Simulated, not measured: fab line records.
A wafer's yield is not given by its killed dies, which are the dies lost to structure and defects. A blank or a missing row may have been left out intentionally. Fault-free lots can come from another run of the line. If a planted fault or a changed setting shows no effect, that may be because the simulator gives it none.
Which tool was responsible? :: flow n5Finfet :: Sampling: 11 lots, 31 wafers, 5 of 1938 route steps

== WHAT THE GAUGES SHOWED, per wafer ==
N5_BEOL_M5_THK_MEAS_53: measures by xrf.
lot: L110
measured: day 9 12:33
on: filmMetro-01
M5_THK (nm): 64.6 64.8 63.5

lot: L111
measured: day 9 14:36
on: filmMetro-02
M5_THK (nm): 63.7 65.0 66.5

lot: L116
measured: day 10 05:07
on: filmMetro-01
M5_THK (nm): 59.3 60.9 63.1

lot: L114
measured: day 10 12:17
on: filmMetro-01
M5_THK (nm): 58.8 57.8 57.8

lot: L118
measured: day 10 15:46
on: filmMetro-02
M5_THK (nm): 60.9 62.6 64.3

lot: L119
measured: day 11 10:16
on: filmMetro-01
M5_THK (nm): 62.5 56.2 59.3

lot: L126
measured: day 13 01:40
on: filmMetro-02
M5_THK (nm): 64.5 61.5

lot: L128
measured: day 13 07:23
on: filmMetro-01
M5_THK (nm): 64.6 64.9 61.1

lot: L130
measured: day 14 13:56
on: filmMetro-01
M5_THK (nm): 62.9 61.9 63.1

lot: L132
measured: day 14 22:15
on: filmMetro-01
M5_THK (nm): 66.1 64.5 63.8

lot: L131
measured: day 15 17:53
on: filmMetro-02
M5_THK (nm): 58.9 63.7

== WHICH TOOL RAN EACH LOT (tool, then ch and the chambers of the sampled wafers, then the start) ==
lot: L110
N5_BEOL_M5_ALD_86: aldMetal-02 ch 0,1,2, day 9 06:22
N5_BEOL_M5_SPUTTER_83: pvdSputter-01, day 9 09:35
N5_BEOL_M5_ECD_50: ecdCu-02 ch 0,1, day 9 11:52
N5_BEOL_M5_CMP_52: cmp-04 ch 0,2, day 9 12:17

lot: L111
N5_BEOL_M5_ALD_86: aldMetal-03 ch 0,2,3, day 9 08:47
N5_BEOL_M5_SPUTTER_83: pvdSputter-03, day 9 11:38
N5_BEOL_M5_ECD_50: ecdCu-01 ch 0,1, day 9 13:56
N5_BEOL_M5_CMP_52: cmp-02 ch 1,2, day 9 14:19

lot: L116
N5_BEOL_M5_ALD_86: aldMetal-03 ch 0,2, day 9 23:12
N5_BEOL_M5_SPUTTER_83: pvdSputter-01, day 10 02:09
N5_BEOL_M5_ECD_50: ecdCu-02 ch 0,1, day 10 04:26
N5_BEOL_M5_CMP_52: cmp-02 ch 0,1,2, day 10 04:52

lot: L114
N5_BEOL_M5_ALD_86: aldMetal-02 ch 1,2,3, day 10 06:36
N5_BEOL_M5_SPUTTER_83: pvdSputter-03, day 10 09:19
N5_BEOL_M5_ECD_50: ecdCu-02 ch 0,1, day 10 11:37
N5_BEOL_M5_CMP_52: cmp-03 ch 0,2,3, day 10 12:01

lot: L118
N5_BEOL_M5_ALD_86: aldMetal-03 ch 0,1,2, day 10 10:00
N5_BEOL_M5_SPUTTER_83: pvdSputter-01, day 10 12:48
N5_BEOL_M5_ECD_50: ecdCu-02 ch 0,1, day 10 15:05
N5_BEOL_M5_CMP_52: cmp-02 ch 1,2,3, day 10 15:28

lot: L119
N5_BEOL_M5_ALD_86: aldMetal-02 ch 0,3, day 11 04:20
N5_BEOL_M5_SPUTTER_83: pvdSputter-03, day 11 06:58
N5_BEOL_M5_ECD_50: ecdCu-02 ch 0,1, day 11 09:16
N5_BEOL_M5_CMP_52: cmp-02 ch 0,2,3, day 11 09:59

lot: L126
N5_BEOL_M5_ALD_86: aldMetal-02 ch 0,3, day 12 19:15
N5_BEOL_M5_SPUTTER_83: pvdSputter-03, day 12 22:42
N5_BEOL_M5_ECD_50: ecdCu-01 ch 1, day 13 00:59
N5_BEOL_M5_CMP_52: cmp-02 ch 0,2, day 13 01:25

lot: L128
N5_BEOL_M5_ALD_86: aldMetal-01 ch 1,2, day 13 01:34
N5_BEOL_M5_SPUTTER_83: pvdSputter-03, day 13 04:20
N5_BEOL_M5_ECD_50: ecdCu-01 ch 1, day 13 06:38
N5_BEOL_M5_CMP_52: cmp-02 ch 0,2,3, day 13 07:10

lot: L130
N5_BEOL_M5_ALD_86: aldMetal-02 ch 0,2,3, day 14 07:56
N5_BEOL_M5_SPUTTER_83: pvdSputter-02, day 14 10:58
N5_BEOL_M5_ECD_50: ecdCu-01 ch 0,1, day 14 13:16
N5_BEOL_M5_CMP_52: cmp-03 ch 0,1,2, day 14 13:41

lot: L132
N5_BEOL_M5_ALD_86: aldMetal-01 ch 0,1, day 14 15:54
N5_BEOL_M5_SPUTTER_83: pvdSputter-02, day 14 19:01
N5_BEOL_M5_ECD_50: ecdCu-01 ch 0,1, day 14 21:18
N5_BEOL_M5_CMP_52: cmp-02 ch 2,3, day 14 21:57

lot: L131
N5_BEOL_M5_ALD_86: aldMetal-01 ch 1,3, day 15 12:13
N5_BEOL_M5_SPUTTER_83: pvdSputter-01, day 15 14:55
N5_BEOL_M5_ECD_50: ecdCu-02 ch 0, day 15 17:14
N5_BEOL_M5_CMP_52: cmp-04 ch 0,1, day 15 17:40
- N5_BEOL_M5_ALD_86: deposits TaN, pulse time 2 s, purge time 3 s, co reactant purge time 2 s.
- N5_BEOL_M5_SPUTTER_83: material Cu, target thk 15 nm, time 27.62 s.
- N5_BEOL_M5_ECD_50: material Cu, target thk 300 nm.
- N5_BEOL_M5_CMP_52: polishes, stops on SiCOH lowk, t overpolish 6.9 s, target thk 62 nm.

== THE ANSWER, worked out from the rows above alone ==
Rule: the lots themselves supply what counts as usual. Put in order of their means at a reading, lots are off if they are a third of the lots or fewer, leave a main group of 4 or more, and stand apart from it by a gap of 3 or more times the standard deviation of the main group's means; of several such gaps the widest counts. Not used: any main group whose means are identical at the precision the tables above print for the reading. A lot without any number at a reading at which 4 lots or more have one is off too. Any other lot the step has rows for is counted as sound.
None of the lots is off at any reading shown; this tells nothing.

== WHAT THE SIMULATOR HAD PUT IN ==
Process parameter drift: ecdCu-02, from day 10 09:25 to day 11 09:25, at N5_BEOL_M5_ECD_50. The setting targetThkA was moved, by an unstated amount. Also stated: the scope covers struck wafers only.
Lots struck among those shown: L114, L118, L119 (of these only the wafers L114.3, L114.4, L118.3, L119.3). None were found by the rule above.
